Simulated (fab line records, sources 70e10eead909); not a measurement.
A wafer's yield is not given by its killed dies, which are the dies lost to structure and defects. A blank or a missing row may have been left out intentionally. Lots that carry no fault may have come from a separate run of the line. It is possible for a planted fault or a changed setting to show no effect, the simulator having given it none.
A struck lot beside a sound one + flow nand harc + 16 out of 1302 route steps
Sound: the wafers L617.1, L617.4, L617.5. Struck: wafers L631.2, L631.5, L631.6. The cause is named last.
Per side, at each step with rows, come the tool, then ch with its chambers, and then its first start. Under that, the readings that differ: sound wafers + struck wafers + difference of the means + sigmas: that difference in standard deviations of wafers without a fault.
alike: readings with means less than 2 such deviations apart, plus words and numbers identical on both sides. not compared: withheld readings, readings lacking a value on some wafer, bounds such as >300 that could conceal the same value, and numbers that have no deviation in the record and whose values overlap.
Wherever a step has rows on one side only, a row that says differs or no value, or a row with sigmas, the two part there. Numbers that have no deviation but don't overlap get no sigmas and don't part them. A reading that every wafer of one side lacks parts them only if that side has two wafers or more.

NHARC_P_START_INSPECT_01:
  struck on defect inspect-02, day 8 12:02; sound on defect inspect-02, day 2 16:02
  alike: raw defect count
then, 9 steps without rows for these wafers: NHARC_P_ZERO_WELL_PRECLEAN_00 (cleans in SPM, time 600 s); NHARC_P_ZERO_WELL_SRD_01; NHARC_P_ZERO_WELL_PECVD_02 (deposits SiO2, target thk 10 nm); NHARC_P_ZERO_WELL_DEHYDRATE_03 (time 120 s); NHARC_P_ZERO_WELL_HMDS_04 (time 30 s); NHARC_P_ZERO_WELL_COAT_64 (time 65 s); NHARC_P_ZERO_WELL_COAT_05 (resist thk 600 nm); NHARC_P_ZERO_WELL_SOFTBAKE_06 (time 70 s); NHARC_P_ZERO_WELL_EBR_07.
NHARC_P_ZERO_WELL_EXPOSE_08: exposes mask P ZERO, target cd 500 nm.
  sound on krf scanner-03 ch 0, day 2 17:05; struck on krf scanner-04 ch 0, day 8 13:13
| reading              | sound             | struck            | difference | sigmas |
|----------------------|-------------------|-------------------|------------|--------|
| exposure dose mJ cm2 | 33.75 33.79 33.79 | 32.29 32.30 32.32 | -1.47      | -48    |
  alike: mask, stage vel mm s
then, 2 steps without rows for these wafers: NHARC_P_ZERO_WELL_PEB_09 (peb time 80 s); NHARC_P_ZERO_WELL_DEVELOP_10 (time 50 s).
NHARC_P_ZERO_WELL_CD_MEAS_11 targets a cd of 500 nm.
  sound on cd sem-01 ch 0, day 2 17:14; struck on cd sem-02 ch 0, day 8 13:21
| reading    | sound             | struck            | difference | sigmas |
|------------|-------------------|-------------------|------------|--------|
| cd nm (nm) | 500.3 496.5 499.7 | 493.4 491.3 489.4 | -7.5       | -4     |
then, 2 steps without rows for these wafers: NHARC_P_ZERO_WELL_HARDBAKE_12 (time 65 s); NHARC_END_SORT_01.

## WHERE THEY PART
At NHARC_P_ZERO_WELL_EXPOSE_08 first; at NHARC_P_ZERO_WELL_CD_MEAS_11 last (within this record only).

WHY: whatever the simulator had introduced
Process parameters drifting: krf scanner-04 at NHARC_P_ZERO_WELL_EXPOSE_08, beginning at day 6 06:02. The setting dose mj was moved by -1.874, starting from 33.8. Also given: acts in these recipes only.
